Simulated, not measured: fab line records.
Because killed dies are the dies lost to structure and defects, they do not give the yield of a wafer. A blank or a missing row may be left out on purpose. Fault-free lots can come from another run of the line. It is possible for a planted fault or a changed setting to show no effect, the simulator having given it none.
One fault seen from 2 desks	flow n5 finfet	only its own numbers are on each desk; what lay behind them is given at the end

AT THE METROLOGY DESK
Lot by lot, what the gauges showed, no matter which tool ran the lot: averages of those sampled wafers that carry a number. A lot is out of limits, marked OUT, if its mean lies more than 4 standard deviations from the usual mean; the brackets give that distance. It has 10 readings; the 7 that lie furthest out on some lot are the ones shown.
Columns: A = DIBL_N at N5_BEOL_M4_RC_MEAS_101, usual 37.2 mV/V; B = IOFF_P at N5_BEOL_M4_RC_MEAS_101, usual 0.22 nA/um; C = ION_N at N5_BEOL_M4_RC_MEAS_101, usual 678 uA/um; D = ION_P at N5_BEOL_M4_RC_MEAS_101, usual 462 uA/um; E = SS_N at N5_BEOL_M4_RC_MEAS_101, usual 71.8 mV/dec; F = SS_P at N5_BEOL_M4_RC_MEAS_101, usual 73.5 mV/dec; G = VT_P at N5_BEOL_M4_RC_MEAS_101, usual -250 mV
lot	first seen here	A	B	C	D	E	F	G
L504	day 8 11:19	36.0	0.17	669	452	71.4	73.0	-253
L505	day 8 20:13	40.2	0.23	676	457	71.7	74.1	-252
L511	day 10 04:07	36.1	0.20	692	465	71.7	73.4	-251
L512	day 10 08:16	36.4	0.20	684	468	71.0	72.6	-250
L517	day 12 00:20	38.8	0.23	678	466	71.5	73.4	-249
L519	day 12 03:13	35.4	0.19	682	458	71.5	73.5	-252
L522	day 13 03:50	37.5	0.22	675	461	72.1	73.6	-250
L525	day 13 13:22	36.7	0.20	665	453	72.2	73.9	-254
L526	day 13 22:26	35.3	0.19	667	457	72.1	73.3	-253
This desk found nothing out of limits on any of the 9 lots.

THE TOOL OWNER'S DESK: rie metal-03
The tool's own readings at N5_GATE_CUT_ETCH_56 (etches TiN in Cl2/Ar, target depth 21.6 nm): means of the sampled wafers that have a number, for each lot that ran on this tool. A lot is out of limits, marked OUT, if its mean lies more than 4 standard deviations from the usual mean; the brackets give that distance.
Columns: A = bias w at N5_GATE_CUT_ETCH_56, usual 60.01 W; B = drypump motor current A at N5_GATE_CUT_ETCH_56, usual 5.5 A; C = he backside leak sccm at N5_GATE_CUT_ETCH_56, usual 3.61 sccm; D = oes product au at N5_GATE_CUT_ETCH_56, usual 0.69 a.u.; E = throttle valve pct at N5_GATE_CUT_ETCH_56, usual 21.01 %
lot	first seen here	A	B	C	D	E
L504	day 4 14:09	59.90	5.8	3.67	0.67	21.11
L505	day 4 20:35	60.08	5.3	3.69	0.64	21.16
L511	day 6 08:28	51.46 (-47) OUT	5.3	3.71	0.62	21.19
L512	day 6 13:41	51.47 (-47) OUT	5.3	3.70	0.62	21.19
L525	day 9 21:25	60.09	5.8	3.65	0.65	21.15
L526	day 10 02:30	60.12	5.8	3.61	0.64	21.15
This desk finds L511, L512 out of limits, L511 being first, at day 6 08:28 (bias w at N5_GATE_CUT_ETCH_56). L504, L505, L525, L526 stayed within limits.

ALL TOGETHER
The tool owner's desk had the chance to raise an alarm at day 6 08:28 on L511, L512.
From the metrology desk's view, nothing was out of limits.
The metrology desk has L511, L512 on record, within its limits.
Every lot named ran N5_GATE_CUT_ETCH_56 on rie metal-03.

WHAT THE SIMULATOR HAD PUT IN
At N5_GATE_CUT_ETCH_56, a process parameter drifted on rie metal-03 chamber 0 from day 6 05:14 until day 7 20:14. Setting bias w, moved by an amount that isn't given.
Lots struck among those shown: L511, L512.
How many hours passed from the start of the fault until each desk's first out-of-limits reading: the tool owner's desk, 3.
